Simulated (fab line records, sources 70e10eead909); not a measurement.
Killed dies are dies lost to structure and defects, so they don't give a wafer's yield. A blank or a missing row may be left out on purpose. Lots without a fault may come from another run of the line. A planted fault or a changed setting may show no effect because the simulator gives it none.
A struck lot beside a sound one | flow nand_harc | 13 steps out of a route of 1302
Sound: wafers L453.2, L453.3, L453.6. Struck: wafers L455.1, L455.5, L455.6. The cause comes at the end.
At each step with rows: each side's tool, then ch and its chambers, then its first start. Under that, the readings that differ: sound wafers | struck wafers | difference of the means | sigmas: that difference in standard deviations of wafers without a fault.
alike: readings whose means differ by less than 2 such deviations, and words and numbers that are the same on both sides. not compared: withheld readings, readings that some wafer has no value for, bounds like >300 that may hide the same value, and numbers for which the record gives no deviation and whose values overlap.
The two part at a step that has a row with sigmas, a row that says differs or no value, or rows on one side only. Numbers that don't overlap but have no deviation are shown without sigmas and don't part them. A reading that every wafer of one side lacks parts them only if that side has two wafers or more.

NHARC_A_ONON_D1_THK_MEAS_21: measures by ellipsometry.
  sound on film_metro-02, day 10 07:02; struck on film_metro-02, day 11 10:31
  alike: thk_nm
then, 1 step without rows for these wafers: NHARC_A_ONON_D1_DEP_22 (target thk 1000 nm).
NHARC_A_ONON_D1_THK_MEAS_24: measures by ellipsometry.
  sound on film_metro-01, day 10 07:36; struck on film_metro-01, day 11 11:05
  alike: thk_nm
then, 1 step without rows for these wafers: NHARC_A_ONON_D1_DEP_25 (target thk 1000 nm).
NHARC_A_ONON_D1_THK_MEAS_27: measures by ellipsometry.
  sound on film_metro-01, day 10 08:10; struck on film_metro-01, day 11 11:39
  alike: thk_nm
then, 1 step without rows for these wafers: NHARC_A_ONON_D1_DEP_28 (target thk 1000 nm).
NHARC_A_ONON_D1_THK_MEAS_30: measures by ellipsometry.
  sound on film_metro-02, day 10 08:44; struck on film_metro-02, day 11 12:13
  alike: thk_nm
NHARC_A_ONON_D1_DEP_33: deposits SiO2, target thk 200 nm.
  sound on pecvd-01 ch 1,2, day 10 08:47; struck on pecvd-03 ch 0,2, day 11 12:19
  alike: heater_power_w, rf_fwd_power_W, susceptor_temp_C, throttle_valve_pct
NHARC_A_ONON_D1_THK_MEAS_34: measures by ellipsometry.
  sound on film_metro-01, day 10 09:12; struck on film_metro-02, day 11 12:41
  alike: thk_nm
NHARC_A_ONON_D1_INSPECT_32:
  sound on defect_inspect-01, day 10 09:17; struck on defect_inspect-01, day 11 12:44
  alike: raw_defect_count
NHARC_A_CHANNEL_HOLE_D1_DEP_00: deposits aC, target thk 3100 nm.
  sound on acl_dep-02 ch 0, day 10 11:11; struck on acl_dep-01 ch 0, day 11 12:49
  alike: susceptor_temp_C, throttle_valve_pct
NHARC_A_CHANNEL_HOLE_D1_DEP_01: deposits SiON, target thk 140 nm.
  sound on pecvd-03 ch 1,2, day 10 12:47; struck on pecvd-03 ch 0,1,2, day 11 14:46
  reading            | sound             | struck            | difference | sigmas
  rf_fwd_power_W (W) | 348.1 349.5 348.9 | 405.5 403.9 404.3 | +55.7      | +51
  alike: heater_power_w, susceptor_temp_C
then, 1 step without rows for these wafers: NHARC_A_CHANNEL_HOLE_D1_DEHYDRATE_02 (time 120 s).

WHERE THEY PART
Only at NHARC_A_CHANNEL_HOLE_D1_DEP_01, within this record.

WHY: what the simulator had put in
Process parameter drift: pecvd-03, from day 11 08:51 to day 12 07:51, at NHARC_A_CHANNEL_HOLE_D1_DEP_01. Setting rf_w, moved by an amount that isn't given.
